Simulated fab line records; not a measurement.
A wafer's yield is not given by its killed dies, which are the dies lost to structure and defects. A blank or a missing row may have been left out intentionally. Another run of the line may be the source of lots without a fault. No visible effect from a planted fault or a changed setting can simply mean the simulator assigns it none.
Chamber matching + flow nandHarc + cmp-02 running NHARC_A_STAIRCASE_CMP_450: 4 sister chambers
The step polishes SiO2, target thk 200 nm. 22 wafers are shown with their chamber, then 11 later ones without.

## WAFERS PAIRED WITH THEIR CHAMBERS
| wafer  | chamber | motorCurrentA (A) | edgeZonePressureFrac |
|--------|---------|-------------------|----------------------|
| L075.1 | 2       | 10.8              | 1.003                |
| L075.2 | 3       | 10.7              | 1.002                |
| L075.3 | 1       | 10.1              | 0.995                |
| L076.1 | 1       | 10.4              | 1.003                |
| L076.3 | 2       | 11.0              | 1.000                |
| L076.5 | 0       | 12.0              | 0.995                |
| L081.3 | 2       | 11.0              | 0.997                |
| L081.4 | 3       | 10.5              | 1.006                |
| L081.6 | 3       | 10.8              | 0.994                |
| L085.2 | 0       | 11.5              | 0.990                |
| L085.5 | 2       | 10.1              | 0.996                |
| L085.6 | 3       | 11.0              | 0.999                |
| L086.1 | 3       | 10.9              | 0.996                |
| L086.3 | 1       | 10.2              | 1.006                |
| L086.5 | 3       | 10.7              | 0.995                |
| L087.1 | 2       | 10.1              | 0.999                |
| L087.2 | 1       | 10.1              | 1.004                |
| L087.3 | 0       | 11.7              | 0.998                |
| L091.4 | 3       | 11.0              | 0.998                |
| L091.5 | 2       | 10.6              | 0.989                |
| L091.6 | 3       | 10.6              | 0.996                |
| L090.1 | 1       | 10.0              | 0.999                |

SIGNATURES, as means of the wafers listed above
| reading              | chamber 0 | chamber 1 | chamber 2 | chamber 3 | scatter within a chamber |
|----------------------|-----------|-----------|-----------|-----------|--------------------------|
| motorCurrentA        | 11.733    | 10.160    | 10.600    | 10.775    | 0.27                     |
| edgeZonePressureFrac | 0.99433   | 1.00140   | 0.99733   | 0.99825   | 0.00432                  |
Rule: for each reading, subtract the chamber's mean from the wafer's reading, divide by that reading's scatter and square the result; add these up over the readings and take the root, which gives the wafer's distance from the chamber. The wafer belongs to the nearest chamber; if the next one is less than 2 further off, it can't be placed. The scatter is the square root of a quotient: the sum, over the shown wafers, of each reading's squared deviation from its chamber's mean, divided by wafers minus chambers.

## WAFERS MISSING THEIR CHAMBER
| wafer  | motorCurrentA (A) | edgeZonePressureFrac |
|--------|-------------------|----------------------|
| L090.3 | 12.0              | 1.007                |
| L090.5 | 10.6              | 1.002                |
| L095.3 | 10.6              | 1.000                |
| L095.5 | 12.1              | 0.991                |
| L095.6 | 10.9              | 0.989                |
| L096.1 | 11.0              | 1.006                |
| L096.2 | 10.9              | 1.001                |
| L096.3 | 10.8              | 0.992                |
| L097.1 | 10.4              | 0.995                |
| L097.3 | 10.5              | 1.002                |
| L097.4 | 11.9              | 1.015                |

## EACH ONE'S CHAMBER
| wafer  | from the rows above               | in truth |
|--------|-----------------------------------|----------|
| L090.3 | can't be placed: 0 or 3           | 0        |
| L090.5 | can't be placed: 2 or 3 or 1      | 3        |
| L095.3 | can't be placed: 2 or 3 or 1      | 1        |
| L095.5 | 0                                 | 0        |
| L095.6 | can't be placed: 3 or 2 or 0 or 1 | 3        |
| L096.1 | can't be placed: 3 or 2 or 1 or 0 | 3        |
| L096.2 | can't be placed: 3 or 2 or 1      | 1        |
| L096.3 | can't be placed: 2 or 3 or 1      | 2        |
| L097.1 | can't be placed: 2 or 3 or 1      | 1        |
| L097.3 | can't be placed: 2 or 1 or 3      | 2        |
| L097.4 | can't be placed: 0 or 3 or 2      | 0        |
Correct placement for 1 of the 11. Unplaceable from these rows: 10, with the true chamber sitting among the candidates in 10. 0 placed wrongly.
